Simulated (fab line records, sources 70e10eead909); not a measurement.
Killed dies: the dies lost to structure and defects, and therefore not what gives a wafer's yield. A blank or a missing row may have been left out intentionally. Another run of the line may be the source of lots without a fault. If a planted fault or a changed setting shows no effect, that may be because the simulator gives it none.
What tool caused it?    flow nand harc    14 lots with 42 wafers sampled at 5 steps, on a route of 1302 steps

== WHAT THE GAUGES READ, wafer by wafer ==
NHARC_END_SORT_01.
lot   measured      on         killed at array  killed at other  killed at periphery  killed dies  killed open  killed short
L951  day 30 05:30  prober-01  676 673 673      0 1 2            1 3 2                677 677 677  3 4 3        3 4 4
L953  day 30 22:38  prober-02  675 672 671      1 4 0            1 1 6                677 677 677  4 2 2        2 1 2

== WHICH TOOL RAN EACH LOT (tool, then ch and the chambers of the sampled wafers, then the start) ==
lot   NHARC_A_CONTACT_DEP_29           NHARC_THIN_TSV_PRE_CLEAN_50              NHARC_THIN_TSV_ANNEAL_52          NHARC_THIN_TSV_CMP_21
L939  pecvd-04 ch 0,2, day 22 01:03    pvd sputter-01, day 24 15:10 or earlier  rtp anneal-01 ch 0, day 24 15:10  cmp-03 ch 0,1,2, day 24 15:30
L938  pecvd-04 ch 0,1,2, day 22 01:17  pvd sputter-03, day 24 14:23 or earlier  rtp anneal-01 ch 0, day 24 14:23  cmp-01 ch 0,1,3, day 24 14:39
L940  pecvd-03 ch 0,1,2, day 22 05:50  pvd sputter-02, day 24 20:07 or earlier  rtp anneal-02 ch 0, day 24 20:07  cmp-03 ch 1,2,3, day 24 20:27
L937  pecvd-03 ch 0,1,2, day 22 10:45  pvd sputter-01, day 25 03:11 or earlier  rtp anneal-02 ch 0, day 25 03:11  cmp-03 ch 2,3, day 25 03:32
L942  pecvd-04 ch 1,2, day 23 04:37    pvd sputter-02, day 25 19:25 or earlier  rtp anneal-02 ch 0, day 25 19:25  cmp-03 ch 0,1,3, day 25 19:40
L943  pecvd-03 ch 0,1,2, day 23 05:00  pvd sputter-02, day 25 18:07 or earlier  rtp anneal-02 ch 0, day 25 18:07  cmp-02 ch 0,3, day 25 18:30
L949  pecvd-01 ch 0,2, day 25 11:46    pvd sputter-01, day 28 00:57 or earlier  rtp anneal-02 ch 0, day 28 00:57  cmp-02 ch 0,1,2, day 28 01:23
L951  pecvd-03 ch 0,1, day 27 08:18    -                                        -                                 -
L954  pecvd-04 ch 0,2, day 27 21:32    pvd sputter-03, day 30 11:41 or earlier  rtp anneal-01 ch 0, day 30 11:41  cmp-01 ch 1,2,3, day 30 12:01
L953  pecvd-03 ch 0,1, day 27 21:40    -                                        -                                 -
L956  pecvd-01 ch 0,1,2, day 28 19:35  pvd sputter-01, day 31 10:35 or earlier  rtp anneal-02 ch 0, day 31 10:35  cmp-03 ch 0,3, day 31 10:48
L957  pecvd-04 ch 1,2, day 29 22:16    pvd sputter-01, day 32 10:44 or earlier  rtp anneal-01 ch 0, day 32 10:44  cmp-02 ch 0,2,3, day 32 11:04
L959  pecvd-03 ch 0,2, day 30 04:20    pvd sputter-02, day 32 19:45 or earlier  rtp anneal-01 ch 0, day 32 19:45  cmp-02 ch 0,2,3, day 32 20:08
L960  pecvd-03 ch 1,2, day 30 22:06    pvd sputter-03, day 33 08:17 or earlier  rtp anneal-01 ch 0, day 33 08:17  cmp-02 ch 0,1,3, day 33 08:34
- NHARC_A_CONTACT_DEP_29: deposits SiON, target thk 100 nm.
- NHARC_THIN_TSV_PRE_CLEAN_50: time 30 s.
- NHARC_THIN_TSV_ANNEAL_52: time 90 s.
- NHARC_THIN_TSV_CMP_21: polishes, t overpolish 30 s, target thk 2000 nm.

== WHAT THE TOOLS THEMSELVES READ (means of the sampled wafers that have a number; where no wafer has one, the mark that the record gives instead) ==
NHARC_A_CONTACT_DEP_29.
lot   tool      heater power w (W)
L939  pecvd-04  825
L938  pecvd-04  761
L940  pecvd-03  787
L937  pecvd-03  756
L942  pecvd-04  825
L943  pecvd-03  764
L949  pecvd-01  830
L951  pecvd-03  848
L954  pecvd-04  736
L953  pecvd-03  727
L956  pecvd-01  808
L957  pecvd-04  787
L959  pecvd-03  756
L960  pecvd-03  802

NHARC_THIN_TSV_PRE_CLEAN_50.
lot   tool            heater power w (W)
L939  pvd sputter-01  404
L938  pvd sputter-03  407
L940  pvd sputter-02  394
L937  pvd sputter-01  372
L942  pvd sputter-02  399
L943  pvd sputter-02  393
L949  pvd sputter-01  409
L954  pvd sputter-03  419
L956  pvd sputter-01  426
L957  pvd sputter-01  432
L959  pvd sputter-02  401
L960  pvd sputter-03  428

NHARC_THIN_TSV_ANNEAL_52.
lot   tool           anneal temp c (C)  wafer_temp_C_max
L939  rtp anneal-01  225.24             226.5
L938  rtp anneal-01  225.05             226.1
L940  rtp anneal-02  225.03             225.4
L937  rtp anneal-02  225.23             225.2
L942  rtp anneal-02  225.17             225.7
L943  rtp anneal-02  225.10             225.5
L949  rtp anneal-02  224.80             225.5
L954  rtp anneal-01  225.10             226.3
L956  rtp anneal-02  225.12             225.3
L957  rtp anneal-01  224.83             226.3
L959  rtp anneal-01  224.95             226.1
L960  rtp anneal-01  224.91             226.2

NHARC_THIN_TSV_CMP_21.
lot   tool    motor current A (A)  overpolish run s (s)  retaining ring pressure frac
L939  cmp-03  12.3                 30.004                1.001
L938  cmp-01  11.8                 29.998                0.996
L940  cmp-03  10.8                 30.005                0.999
L937  cmp-03  11.6                 30.003                0.998
L942  cmp-03  11.4                 29.998                1.005
L943  cmp-02  11.4                 29.993                1.002
L949  cmp-02  11.9                 29.993                1.003
L954  cmp-01  10.6                 29.996                0.999
L956  cmp-03  12.2                 30.002                1.001
L957  cmp-02  11.6                 30.003                1.000
L959  cmp-02  11.7                 29.995                0.998
L960  cmp-02  12.4                 30.000                0.999

== THE ANSWER, worked out from the rows above alone ==
Rule: what is usual is taken from the lots themselves. Put in order of their means at a reading, lots are off if they are a third of the lots or fewer, leave a main group of 4 or more, and stand apart from it by a gap of 3 or more times the standard deviation of the main group's means; of several such gaps the widest counts. If all means in a main group match to the digits the tables above print for the reading, that group is not used. A lot without any number at a reading at which 4 lots or more have one is off too. All remaining lots with rows at the step are treated as sound. First the gauges in route order, then the tools' own readings, where a lot's mean is used as printed above. At the first step where some lot is off, the reading lying furthest off is the one used; lots without a number count as furthest.
No lot is off on any of the readings shown, so nothing can be concluded from this.

== WHAT WAS PUT IN BY THE SIMULATOR ==
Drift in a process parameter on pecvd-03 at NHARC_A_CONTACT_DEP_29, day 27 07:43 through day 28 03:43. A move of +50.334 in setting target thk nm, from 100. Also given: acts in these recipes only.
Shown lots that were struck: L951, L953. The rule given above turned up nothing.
